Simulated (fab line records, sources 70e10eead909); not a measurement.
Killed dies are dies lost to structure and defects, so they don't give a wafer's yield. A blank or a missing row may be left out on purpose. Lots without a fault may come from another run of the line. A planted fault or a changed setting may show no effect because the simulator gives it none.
Which tool did it? | flow nand_harc | 20 lots, 60 wafers sampled, at 1 step of a route of 1302

WHAT THE GAUGES READ, wafer by wafer
NHARC_A_CHANNEL_HOLE_D1_CD_MEAS_10: target cd 100 nm.
lot  | measured     | on        | cd_nm (nm)
L074 | day 8 06:13  | cd_sem-01 | 100.3 99.7 100.9
L076 | day 9 01:37  | cd_sem-01 | 100.1 101.1 100.9
L077 | day 9 19:16  | cd_sem-02 | 99.6 99.7 99.0
L078 | day 9 21:44  | cd_sem-01 | 100.5 100.0 100.2
L079 | day 10 19:42 | cd_sem-03 | 100.2 100.2 99.6
L080 | day 11 05:23 | cd_sem-02 | 99.8 100.2 99.9
L081 | day 11 14:26 | cd_sem-02 | 99.7 99.5 100.9
L082 | day 12 02:12 | cd_sem-03 | 99.9 100.6 100.5
L083 | day 12 22:04 | cd_sem-01 | 100.3 100.9 100.4
L084 | day 13 02:59 | cd_sem-02 | 99.8 99.2 100.4
L085 | day 13 03:42 | cd_sem-02 | 100.3 100.1 100.8
L086 | day 13 15:34 | cd_sem-03 | 100.8 100.4 101.1
L087 | day 13 16:31 | cd_sem-02 | 100.8 100.5 100.7
L089 | day 14 12:17 | cd_sem-02 | 100.1 100.1 99.7
L091 | day 15 16:14 | cd_sem-01 | 99.3 99.3 100.0
L092 | day 15 18:52 | cd_sem-01 | 101.1 100.5 100.8
L093 | day 16 10:10 | cd_sem-01 | 100.7 100.7 100.3
L094 | day 16 14:32 | cd_sem-02 | 99.9 100.2 99.4
L095 | day 17 10:13 | cd_sem-03 | 100.6 100.2 100.5
L097 | day 17 23:18 | cd_sem-03 | 99.0 100.9 100.3

WHICH TOOL RAN EACH LOT (tool, then ch and the chambers of the sampled wafers, then the start)
The record holds no process step before these readings.

WHAT THE TOOLS THEMSELVES READ (means of the sampled wafers that have a number; where no wafer has one, the mark that the record gives instead)
The record holds no such reading with a usual standard deviation.

THE ANSWER, worked out from the rows above alone
Rule: what is usual is taken from the lots themselves. Put in order of their means at a reading, lots are off if they are a third of the lots or fewer, leave a main group of 4 or more, and stand apart from it by a gap of 3 or more times the standard deviation of the main group's means; of several such gaps the widest counts. A main group whose means are all the same, to the digits that the tables above print for the reading, isn't used. A lot without any number at a reading at which 4 lots or more have one is off too. The other lots that the step has rows for count as sound. The gauges are gone through in route order, then the tools' own readings, and for those a lot's mean is taken as printed above. The first step at which some lot is off is used, and at that step the reading that is off furthest; a lot without a number counts as furthest.
No lot is off at any reading shown: from this, nothing can be told.

WHAT THE SIMULATOR HAD PUT IN
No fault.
